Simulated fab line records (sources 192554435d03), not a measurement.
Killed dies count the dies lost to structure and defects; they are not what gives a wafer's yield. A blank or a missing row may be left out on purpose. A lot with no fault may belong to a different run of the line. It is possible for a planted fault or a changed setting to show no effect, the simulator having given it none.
fab line records	flow n5_finfet	part 1 of 2: steps 1 to 20 of 26
record: lots: 5	wafers: 15	last_day: 18
route steps=1938 shown ILD0@345 SDB@347
lots that met no fault: taken from a fault-free run of the same line
start_h: the number of hours between the record's first day and the start of the first shown wafer of the lot	wait_h: hours from the lot's prior step to this one	" identical to the entry in the row above	L1.1+2: a single row standing in for several wafers	- no value, or no start given	* or withheld: withheld	< > ~ a bound
route shown NAME@n: a module of which the file shows steps, and the number in the route of the first	usual: mean/standard deviation taken from wafers without a fault	same: alike in all rows	chamber/n: place in a boat	sites: per-site readings	_std_site: the values' standard deviation	_edge_site: outer sites' mean less inner sites'	radius_mm: how far each site lies from the wafer's centre	mask NAME#n: copy n	behind: tool/chamber where the wafer was last shaped	hold: what put the lot on hold/how long, in hours/how the hold closed	device: the n, p or np transistor that did not switch	end of line: the route-end tests of the same wafers	where a step has no rows: the recipe by itself	killed: count of dies lost to structure and defects at first sort (not the wafer's yield)	map: a wafer's dies, x killed, . not, _ none there
set.NAME: the setting the step ran with; set.NAME@STEP: the setting that earlier step ran with	model.NAME: the simulator's own value behind a step, which no gauge read
lots seen at some steps along the route; tables by step, rows by wafer
services: a tool's chamber out of use, with start hour (start_h, from the record's first day; less than 0 if before it), hours out, and reason
== steps ==
step: N5_ILD0_THK_MEAS_13
usual: thk_nm: 17.6/1
lot.wafer	tool	chamber	start_h	wait_h	thk_nm
L080.3	film_metro-01	-	104.06	-	17.2
L080.4	"	-	"	"	20.3
L080.5	"	-	"	"	19.6
L084.1	film_metro-02	-	125.66	-	16.1
L084.2	"	-	"	"	17.6
L084.3	"	-	"	"	18.1
L087.1	film_metro-01	-	144.58	-	18.2
L087.2	"	-	"	"	16.2
L087.3	"	-	"	"	17.4
L091.1	film_metro-01	-	166.76	-	19.0
L091.5	"	-	"	"	17.8
L091.6	"	-	"	"	18.5
L093.1	film_metro-01	-	185.69	-	18.6
L093.2	"	-	"	"	17.2
L093.4	"	-	"	"	17.2
step: N5_ILD0_INSPECT_06
recipe: inspect_instrument: darkfield	mode: post_cmp
usual: raw_defect_count: 39/16
lot.wafer	tool	chamber	start_h	wait_h	raw_defect_count
L080.3	defect_inspect-02	-	104.09	0.0	29
L080.4	"	-	"	"	44
L080.5	"	-	"	"	21
L084.1	defect_inspect-01	-	125.68	0.0	70
L084.2	"	-	"	"	48
L084.3	"	-	"	"	42
L087.1	defect_inspect-01	-	144.61	0.0	32
L087.2	"	-	"	"	25
L087.3	"	-	"	"	26
L091.1	defect_inspect-01	-	166.78	0.0	24
L091.5	"	-	"	"	15
L091.6	"	-	"	"	34
L093.1	defect_inspect-01	-	185.72	0.0	50
L093.2	"	-	"	"	40
L093.4	"	-	"	"	35
step: N5_SDB_HM_DEP_00
recipe: material: SiNx	target_thk_a: 400	temp_c: 400	precursor: SiH4/NH3/N2	pressure_torr: 1.5	rf_w: 300	time_s: 35.3
usual: heater_power_w: 789/84	showerhead_plenum_p_Torr: 5.14/0.06	throttle_valve_pct: 39.8/2.6
lot.wafer	tool	chamber	start_h	wait_h	heater_power_w	showerhead_plenum_p_Torr	throttle_valve_pct
L080.3	pecvd-02	0	104.15	0.1	794	5.04	38.2
L080.4	"	2	"	"	787	5.18	38.7
L080.5	"	2	"	"	802	5.19	38.8
L084.1	pecvd-02	1	125.72	0.0	912	5.17	41.9
L084.2	"	0	"	"	718	5.06	38.3
L084.3	"	2	"	"	763	5.18	38.6
L087.1	pecvd-04	0	144.65	0.0	924	5.07	44.9
L087.2	"	1	"	"	697	5.07	42.0
L087.3	"	2	"	"	807	5.19	38.9
L091.1	pecvd-02	0	166.82	0.0	878	5.06	38.2
L091.5	"	0	"	"	861	5.05	38.0
L091.6	"	2	"	"	746	5.18	38.7
L093.1	pecvd-01	0	185.75	0.0	857	5.09	40.5
L093.2	"	1	"	"	751	5.20	38.0
L093.4	"	1	"	"	746	5.23	37.8
step: N5_SDB_COAT_03
recipe: resist: SOC	temp_c: 250	time_s: 60	spin_rpm: 1500	resist_thk_nm: 100
usual: resist_line_temp_C: 23.02/0.12
lot.wafer	tool	chamber	start_h	wait_h	resist_line_temp_C
L080.3	litho_track-01	0	104.24	0.1	23.12
L080.4	"	0	"	"	23.00
L080.5	"	0	"	"	23.10
L084.1	litho_track-01	0	125.80	0.1	22.90
L084.2	"	0	"	"	23.15
L084.3	"	0	"	"	23.24
L087.1	litho_track-03	0	144.73	0.1	22.99
L087.2	"	0	"	"	22.94
L087.3	"	0	"	"	22.93
L091.1	litho_track-05	0	166.90	0.1	23.09
L091.5	"	0	"	"	23.24
L091.6	"	0	"	"	22.97
L093.1	litho_track-05	0	185.83	0.1	23.08
L093.2	"	0	"	"	23.08
L093.4	"	0	"	"	22.97
step: N5_SDB_COAT_04
recipe: resist: SiARC	temp_c: 220	time_s: 60	spin_rpm: 1500	resist_thk_nm: 18
usual: resist_line_temp_C: 23.02/0.11
lot.wafer	tool	chamber	start_h	wait_h	resist_line_temp_C
L080.3	litho_track-01	0	-	-	23.03
L080.4	"	0	"	"	23.01
L080.5	"	0	"	"	22.79
L084.1	litho_track-01	0	-	-	23.10
L084.2	"	0	"	"	23.24
L084.3	"	0	"	"	23.06
L087.1	litho_track-03	0	-	-	23.07
L087.2	"	0	"	"	22.91
L087.3	"	0	"	"	22.98
L091.1	litho_track-05	0	-	-	22.94
L091.5	"	0	"	"	23.07
L091.6	"	0	"	"	22.94
L093.1	litho_track-05	0	-	-	22.87
L093.2	"	0	"	"	23.11
L093.4	"	0	"	"	22.78
step: N5_SDB_COAT_05
recipe: resist: CAR-ArF	spin_rpm: 1500	resist_thk_nm: 90
usual: resist_line_temp_C: 23.00/0.098
lot.wafer	tool	chamber	start_h	wait_h	resist_line_temp_C
L080.3	litho_track-01	0	-	-	22.98
L080.4	"	0	"	"	22.92
L080.5	"	0	"	"	23.02
L084.1	litho_track-01	0	-	-	22.96
L084.2	"	0	"	"	22.91
L084.3	"	0	"	"	22.97
L087.1	litho_track-03	0	-	-	23.12
L087.2	"	0	"	"	23.18
L087.3	"	0	"	"	22.96
L091.1	litho_track-05	0	-	-	23.00
L091.5	"	0	"	"	22.97
L091.6	"	0	"	"	22.93
L093.1	litho_track-05	0	-	-	23.11
L093.2	"	0	"	"	23.02
L093.4	"	0	"	"	23.09
step: N5_SDB_EBR_07
recipe: solvent: PGMEA	ebr_width_mm: 1.5
usual: resist_line_temp_C: 23.03/0.094
lot.wafer	tool	chamber	start_h	wait_h	resist_line_temp_C
L080.3	litho_track-01	0	-	-	23.15
L080.4	"	0	"	"	23.01
L080.5	"	0	"	"	22.99
L084.1	litho_track-01	0	-	-	23.15
L084.2	"	0	"	"	23.14
L084.3	"	0	"	"	23.02
L087.1	litho_track-03	0	-	-	23.13
L087.2	"	0	"	"	23.07
L087.3	"	0	"	"	23.13
L091.1	litho_track-05	0	-	-	23.05
L091.5	"	0	"	"	22.90
L091.6	"	0	"	"	23.10
L093.1	litho_track-05	0	-	-	22.99
L093.2	"	0	"	"	22.94
L093.4	"	0	"	"	23.04
step: N5_SDB_SOFTBAKE_06
recipe: temp_c: 110	time_s: 60	resist: CAR-ArF
usual: resist_line_temp_C: 22.99/0.098
lot.wafer	tool	chamber	start_h	wait_h	resist_line_temp_C
L080.3	litho_track-01	0	-	-	23.11
L080.4	"	0	"	"	23.07
L080.5	"	0	"	"	22.80
L084.1	litho_track-01	0	-	-	22.98
L084.2	"	0	"	"	22.99
L084.3	"	0	"	"	22.70
L087.1	litho_track-03	0	-	-	23.08
L087.2	"	0	"	"	23.06
L087.3	"	0	"	"	22.92
L091.1	litho_track-05	0	-	-	23.11
L091.5	"	0	"	"	23.15
L091.6	"	0	"	"	23.01
L093.1	litho_track-05	0	-	-	23.02
L093.2	"	0	"	"	22.70
L093.4	"	0	"	"	22.85
step: N5_SDB_EXPOSE_08
recipe: mask_id: SDB	na: 1.35	source_shape: conventional	sigma_outer: 0.5	polarization: unpolarized	dose_mj: 49.6
usual: exposure_dose_mJ_cm2: 49.58/0.052	stage_vel_mm_s: 500.00/0.25
lot.wafer	tool	chamber	start_h	wait_h	mask	exposure_dose_mJ_cm2	stage_vel_mm_s
L080.3	arfi_scanner-02	0	104.37	-	SDB#0	49.60	500.29
L080.4	"	0	"	"	SDB#0	49.61	500.04
L080.5	"	0	"	"	SDB#0	49.70	500.31
L084.1	arfi_scanner-01	0	125.92	-	SDB#0	49.61	500.05
L084.2	"	0	"	"	SDB#0	49.65	500.37
L084.3	"	0	"	"	SDB#0	49.55	500.31
L087.1	arfi_scanner-01	0	144.97	-	SDB#0	49.58	500.34
L087.2	"	0	"	"	SDB#0	49.59	500.04
L087.3	"	0	"	"	SDB#0	49.57	500.11
L091.1	arfi_scanner-01	0	167.14	-	SDB#0	49.61	500.62
L091.5	"	0	"	"	SDB#0	49.61	500.36
L091.6	"	0	"	"	SDB#0	49.59	500.43
L093.1	arfi_scanner-03	0	185.95	-	SDB#0	49.54	499.64
L093.2	"	0	"	"	SDB#0	49.53	499.92
L093.4	"	0	"	"	SDB#0	49.60	500.10
step: N5_SDB_PEB_09
recipe: peb_temp_c: withheld	peb_time_s: 60	resist: CAR-ArF
usual: resist_line_temp_C: 22.99/0.1
lot.wafer	tool	chamber	start_h	wait_h	resist_line_temp_C
L080.3	litho_track-03	0	104.42	0.0	23.08
L080.4	"	0	"	"	23.03
L080.5	"	0	"	"	23.00
L084.1	litho_track-03	0	125.98	0.1	23.17
L084.2	"	0	"	"	23.01
L084.3	"	0	"	"	23.05
L087.1	litho_track-01	0	145.03	0.1	22.87
L087.2	"	0	"	"	22.81
L087.3	"	0	"	"	22.93
L091.1	litho_track-01	0	167.20	0.1	22.94
L091.5	"	0	"	"	22.95
L091.6	"	0	"	"	23.03
L093.1	litho_track-03	0	186.01	0.1	22.97
L093.2	"	0	"	"	23.00
L093.4	"	0	"	"	22.98
step: N5_SDB_DEVELOP_10
recipe: develop_time_s: 30	developer: TMAH	resist: CAR-ArF	rinse_liquid: diw	dry: air_spin	dev_temp_c: 23
usual: resist_line_temp_C: 23.00/0.11
lot.wafer	tool	chamber	start_h	wait_h	resist_line_temp_C
L080.3	litho_track-03	0	-	-	22.72
L080.4	"	0	"	"	22.95
L080.5	"	0	"	"	22.89
L084.1	litho_track-03	0	-	-	22.80
L084.2	"	0	"	"	22.71
L084.3	"	0	"	"	22.84
L087.1	litho_track-01	0	-	-	23.04
L087.2	"	0	"	"	22.90
L087.3	"	0	"	"	23.05
L091.1	litho_track-01	0	-	-	22.77
L091.5	"	0	"	"	22.97
L091.6	"	0	"	"	22.92
L093.1	litho_track-03	0	-	-	22.98
L093.2	"	0	"	"	22.85
L093.4	"	0	"	"	23.02
step: N5_SDB_CD_MEAS_11
recipe: target_cd_nm: 50	landing_energy_ev: 500	detector: se_inlens	polarity: opening
usual: cd_nm: 50.3/1
lot.wafer	tool	chamber	start_h	wait_h	cd_nm
L080.3	cd_sem-02	0	104.49	-	50.1
L080.4	"	0	"	"	48.9
L080.5	"	0	"	"	49.6
L084.1	cd_sem-03	0	126.04	-	51.5
L084.2	"	0	"	"	52.2
L084.3	"	0	"	"	50.4
L087.1	cd_sem-03	0	145.10	-	48.4
L087.2	"	0	"	"	48.2
L087.3	"	0	"	"	48.8
L091.1	cd_sem-02	0	167.27	-	47.3
L091.5	"	0	"	"	49.0
L091.6	"	0	"	"	47.7
L093.1	cd_sem-03	0	186.08	-	50.2
L093.2	"	0	"	"	50.4
L093.4	"	0	"	"	49.8
step: N5_SDB_OVL_MEAS_12
recipe: points_per_wafer: 44
usual: SDB_OVL: -0.2/0.66
lot.wafer	tool	chamber	start_h	wait_h	SDB_OVL[nm]
L080.3	overlay-01	0	104.51	0.0	0.4
L080.4	"	0	"	"	0.8
L080.5	"	0	"	"	0.0
L084.1	overlay-02	0	126.08	0.0	-0.8
L084.2	"	0	"	"	-0.8
L084.3	"	0	"	"	-0.2
L087.1	overlay-02	0	145.13	0.0	0.2
L087.2	"	0	"	"	-0.4
L087.3	"	0	"	"	1.0
L091.1	overlay-02	0	167.30	0.0	-1.0
L091.5	"	0	"	"	-0.2
L091.6	"	0	"	"	-0.4
L093.1	overlay-02	0	186.11	0.0	-0.2
L093.2	"	0	"	"	-0.6
L093.4	"	0	"	"	-0.3
step: N5_SDB_INSPECT_13
recipe: mode: adi	inspect_instrument: brightfield
usual: raw_defect_count: 74/36
lot.wafer	tool	chamber	start_h	wait_h	raw_defect_count
L080.3	defect_inspect-02	-	104.54	0.0	92
L080.4	"	-	"	"	70
L080.5	"	-	"	"	84
L084.1	defect_inspect-02	-	126.10	0.0	113
L084.2	"	-	"	"	78
L084.3	"	-	"	"	70
L087.1	defect_inspect-01	-	145.15	0.0	37
L087.2	"	-	"	"	33
L087.3	"	-	"	"	33
L091.1	defect_inspect-01	-	167.32	0.0	83
L091.5	"	-	"	"	42
L091.6	"	-	"	"	110
L093.1	defect_inspect-01	-	186.13	0.0	26
L093.2	"	-	"	"	52
L093.4	"	-	"	"	32
step: N5_SDB_DESCUM_16
recipe: chemistry: O2	time_s: 7.9	source_power_w: 50	bias_power_w: 20	pressure_mtorr: 20	rf_frequency_hz: 2.712e+07	temp_c: 40	resist: CAR-ArF	o2_flow_sccm: 225
usual: drypump_motor_current_A: 5.8/0.42	o2_flow_sccm: 225.0/0.62	oes_product_au: 0.75/0.088	rf_vpp_V: 243.3/1.4	showerhead_plenum_p_Torr: 2.11/0.07	throttle_valve_pct: 20.53/0.28
lot.wafer	tool	chamber	start_h	wait_h	drypump_motor_current_A	o2_flow_sccm	oes_product_au	rf_hours_counter_h	rf_vpp_V	showerhead_plenum_p_Torr	throttle_valve_pct
L080.3	rie_diel-03	1	104.57	0.0	6.1	224.3	0.69	247	242.7	2.07	20.27
L080.4	"	2	"	"	5.2	225.4	0.71	-	243.0	2.09	20.81
L080.5	"	0	"	"	6.1	224.4	0.72	-	244.6	2.18	20.65
L084.1	rie_diel-03	0	127.01	0.9	6.2	225.4	0.71	178	242.2	2.18	20.66
L084.2	"	2	"	"	5.2	224.4	0.70	226	243.4	2.09	20.82
L084.3	"	1	"	"	6.1	225.0	0.68	257	242.6	2.06	20.27
L087.1	rie_diel-01	0	145.29	0.1	5.1	224.7	0.81	86	245.1	2.20	20.39
L087.2	"	1	"	"	6.1	224.7	0.91	23	243.2	2.13	20.07
L087.3	"	2	"	"	5.5	224.2	0.91	28	244.3	2.14	20.26
L091.1	rie_diel-03	2	167.36	0.0	5.2	225.8	0.68	248	243.2	2.08	20.86
L091.5	"	1	"	"	6.1	224.4	0.67	-	240.5	2.06	20.30
L091.6	"	0	"	"	6.2	224.5	0.70	-	244.1	2.17	20.69
L093.1	rie_diel-01	3	186.49	0.4	5.6	224.7	0.94	13	245.1	2.23	20.70
L093.2	"	0	"	"	5.2	225.8	0.80	104	244.8	2.19	20.44
L093.4	"	1	"	"	6.1	225.1	0.89	41	243.3	2.12	20.09
step: N5_SDB_ETCH_17
recipe: chemistry: CF4	target: SiARC	target_depth_a: 234	mask_material: CAR-ArF	time_s: 39	ion_energy_ev: 80	pressure_mtorr: 40	source_w: 545	bias_w: 36	Ar_flow_sccm: 100	cf4_flow_sccm: 100	ends: cleared
usual: drypump_motor_current_A: 5.8/0.42	etch_rf_on_time_s: 39.4/0.75	oes_product_au: 0.64/0.074	rf_vpp_V: 184.1/1.1	showerhead_plenum_p_Torr: 2.15/0.067	throttle_valve_pct: 15.71/0.27
lot.wafer	tool	chamber	start_h	wait_h	drypump_motor_current_A	etch_rf_on_time_s	oes_product_au	rf_hours_counter_h	rf_vpp_V	showerhead_plenum_p_Torr	throttle_valve_pct
L080.3	rie_diel-03	1	104.61	0.0	6.1	39.2	0.59	247	183.5	2.12	15.54
L080.4	"	2	"	"	5.2	39.2	0.59	-	184.7	2.13	15.87
L080.5	"	0	"	"	6.2	40.0	0.61	-	186.0	2.23	15.85
L084.1	rie_diel-03	0	127.04	0.0	6.2	40.2	0.61	178	185.0	2.22	15.85
L084.2	"	2	"	"	5.2	38.8	0.60	226	183.6	2.12	15.89
L084.3	"	1	"	"	6.1	39.3	0.58	257	183.8	2.12	15.56
L087.1	rie_diel-01	0	145.32	0.0	5.2	39.5	0.69	86	184.6	2.25	15.56
L087.2	"	1	"	"	6.1	37.9	0.79	23	183.1	2.18	15.25
L087.3	"	2	"	"	5.5	39.2	0.78	28	185.6	2.18	15.35
L091.1	rie_diel-03	2	167.39	0.0	5.2	38.9	0.58	248	184.3	2.11	15.93
L091.5	"	1	"	"	6.1	39.1	0.58	-	184.3	2.11	15.59
L091.6	"	0	"	"	6.2	40.2	0.59	-	185.4	2.22	15.88
L093.1	rie_diel-01	3	186.53	0.0	5.7	39.9	0.77	13	184.8	2.29	15.85
L093.2	"	0	"	"	5.1	39.9	0.66	104	185.0	2.24	15.62
L093.4	"	1	"	"	6.1	38.1	0.75	41	184.3	2.17	15.29
step: N5_SDB_ETCH_18
recipe: chemistry: N2/H2	target: SOC	target_depth_a: 1000	overetch_a: 200	mask_material: SiARC	temp_c: 40	time_s: 150	ion_energy_ev: 200	pressure_mtorr: 30	source_w: 840	bias_w: 150	n2_flow_sccm: 200	h2_flow_sccm: 200
usual: drypump_motor_current_A: 5.8/0.42	oes_product_au: 0.67/0.075	rf_vpp_V: 524.1/2.5	showerhead_plenum_p_Torr: 2.55/0.087	throttle_valve_pct: 17.88/0.22
lot.wafer	tool	chamber	start_h	wait_h	drypump_motor_current_A	oes_product_au	rf_hours_counter_h	rf_vpp_V	showerhead_plenum_p_Torr	throttle_valve_pct
L080.3	rie_diel-03	1	104.64	0.0	6.1	0.62	247	522.4	2.52	17.76
L080.4	"	2	"	"	5.2	0.63	-	522.8	2.50	17.95
L080.5	"	0	"	"	6.2	0.65	-	525.6	2.64	17.96
L084.1	rie_diel-03	0	127.08	0.0	6.2	0.65	178	526.9	2.64	17.99
L084.2	"	2	"	"	5.2	0.62	226	524.2	2.50	17.97
L084.3	"	1	"	"	6.1	0.62	257	521.9	2.52	17.77
L087.1	rie_diel-01	0	145.36	0.0	5.1	0.72	86	526.1	2.67	17.72
L087.2	"	1	"	"	6.1	0.81	23	524.2	2.60	17.57
L087.3	"	2	"	"	5.5	0.81	28	524.1	2.60	17.61
L091.1	rie_diel-03	2	167.43	0.0	5.2	0.61	248	523.7	2.49	18.01
L091.5	"	1	"	"	6.1	0.60	-	522.0	2.51	17.81
L091.6	"	0	"	"	6.1	0.62	-	527.7	2.63	18.01
L093.1	rie_diel-01	3	186.56	0.0	5.7	0.83	13	528.9	2.72	18.08
L093.2	"	0	"	"	5.2	0.71	104	526.4	2.66	17.74
L093.4	"	1	"	"	6.1	0.78	41	524.1	2.59	17.61
step: N5_SDB_STRIP_19
recipe: chemistry: N2/H2	temp_c: 40	n2_flow_sccm: 200	h2_flow_sccm: 200	rf_frequency_hz: 6e+07
lot.wafer	tool	chamber	start_h	wait_h
L080.3+4+5	rie_diel-03	1,2,0	104.77	0.1
L084.1+2+3	rie_diel-03	0,2,1	127.20	0.1
L087.1+2+3	rie_diel-01	0,1,2	145.49	0.1
L091.1+5+6	rie_diel-03	2,1,0	167.56	0.1
L093.1+2+4	rie_diel-01	3,0,1	186.69	0.1
step: N5_SDB_STRIP_21
recipe: chemistry: CF4	resist: SiARC	power_w: 300	bias_power_w: 75	pressure_mtorr: 50	cf4_flow_sccm: 150	rf_frequency_hz: 6e+07
usual: drypump_motor_current_A: 5.7/0.42	oes_product_au: 0.74/0.082	rf_vpp_V: 271.3/1.5	showerhead_plenum_p_Torr: 1.80/0.058	throttle_valve_pct: 13.70/0.28
lot.wafer	tool	chamber	start_h	wait_h	drypump_motor_current_A	oes_product_au	rf_hours_counter_h	rf_vpp_V	showerhead_plenum_p_Torr	throttle_valve_pct
L080.3	rie_diel-03	1	104.78	0.0	6.1	0.69	247	271.0	1.78	13.57
L080.4	"	2	"	"	5.2	0.70	-	271.9	1.77	13.84
L080.5	"	0	"	"	6.2	0.71	-	272.3	1.87	13.84
L084.1	rie_diel-03	0	127.21	0.0	6.2	0.70	178	271.9	1.87	13.86
L084.2	"	2	"	"	5.2	0.69	226	270.4	1.77	13.85
L084.3	"	1	"	"	6.1	0.68	257	269.5	1.78	13.59
L087.1	rie_diel-01	0	145.50	0.0	5.1	0.80	86	273.5	1.89	13.54
L087.2	"	1	"	"	6.1	0.90	23	272.3	1.81	13.15
L087.3	"	2	"	"	5.5	0.89	28	271.3	1.83	13.31
L091.1	rie_diel-03	2	167.57	0.0	5.2	0.67	248	268.9	1.76	13.90
L091.5	"	1	"	"	6.1	0.67	-	269.8	1.77	13.64
L091.6	"	0	"	"	6.2	0.69	-	271.2	1.86	13.88
L093.1	rie_diel-01	3	186.70	0.0	5.7	0.92	13	273.6	1.93	13.77
L093.2	"	0	"	"	5.1	0.77	104	272.6	1.89	13.60
L093.4	"	1	"	"	6.1	0.86	41	272.7	1.81	13.22
step: N5_SDB_HM_OPEN_20
recipe: chemistry: CH3F/O2	target: SiNx	mask_material: SOC	target_depth_a: 240	stop_on: poly-Si	over_etch_frac: 0.4	ion_energy_ev: 120	pressure_mtorr: 30	source_w: 395	bias_w: 73	Ar_flow_sccm: 150	CH3F_flow_sccm: 30	O2_flow_sccm: 20
usual: O2_flow_sccm: 20.01/0.053	drypump_motor_current_A: 5.7/0.42	oes_f_703_au: 0.74/0.079	oes_product_au: 0.62/0.067	rf_vpp_V: 297/5.6	showerhead_plenum_p_Torr: 2.01/0.066	throttle_valve_pct: 16.43/0.27
lot.wafer	tool	chamber	start_h	wait_h	O2_flow_sccm	drypump_motor_current_A	oes_f_703_au	oes_product_au	rf_hours_counter_h	rf_vpp_V	showerhead_plenum_p_Torr	throttle_valve_pct
L080.3	rie_diel-03	1	104.80	0.0	19.95	6.1	0.69	0.56	247	295	1.97	16.19
L080.4	"	2	"	"	19.99	5.2	0.71	0.57	-	296	2.00	16.67
L080.5	"	0	"	"	20.06	6.2	0.70	0.59	-	301	2.08	16.52
L084.1	rie_diel-03	0	127.23	0.0	19.98	6.2	0.70	0.59	178	300	2.08	16.53
L084.2	"	2	"	"	20.00	5.2	0.71	0.57	226	295	1.99	16.68
L084.3	"	1	"	"	20.00	6.1	0.68	0.56	257	294	1.97	16.22
L087.1	rie_diel-01	0	145.52	0.0	20.09	5.2	0.77	0.65	86	302	2.10	16.23
L087.2	"	1	"	"	20.01	6.1	0.91	0.74	23	305	2.05	16.06
L087.3	"	2	"	"	19.96	5.5	0.88	0.73	28	304	2.03	16.08
L091.1	rie_diel-03	2	167.59	0.0	19.98	5.2	0.69	0.55	248	295	1.98	16.74
L091.5	"	1	"	"	20.07	6.1	0.67	0.55	-	294	1.96	16.27
L091.6	"	0	"	"	20.01	6.2	0.69	0.57	-	300	2.07	16.59
L093.1	rie_diel-01	3	186.72	0.0	20.03	5.7	0.91	0.76	13	293	2.14	16.54
L093.2	"	0	"	"	20.02	5.2	0.75	0.64	104	301	2.09	16.27
L093.4	"	1	"	"	20.00	6.1	0.89	0.73	41	306	2.04	16.11
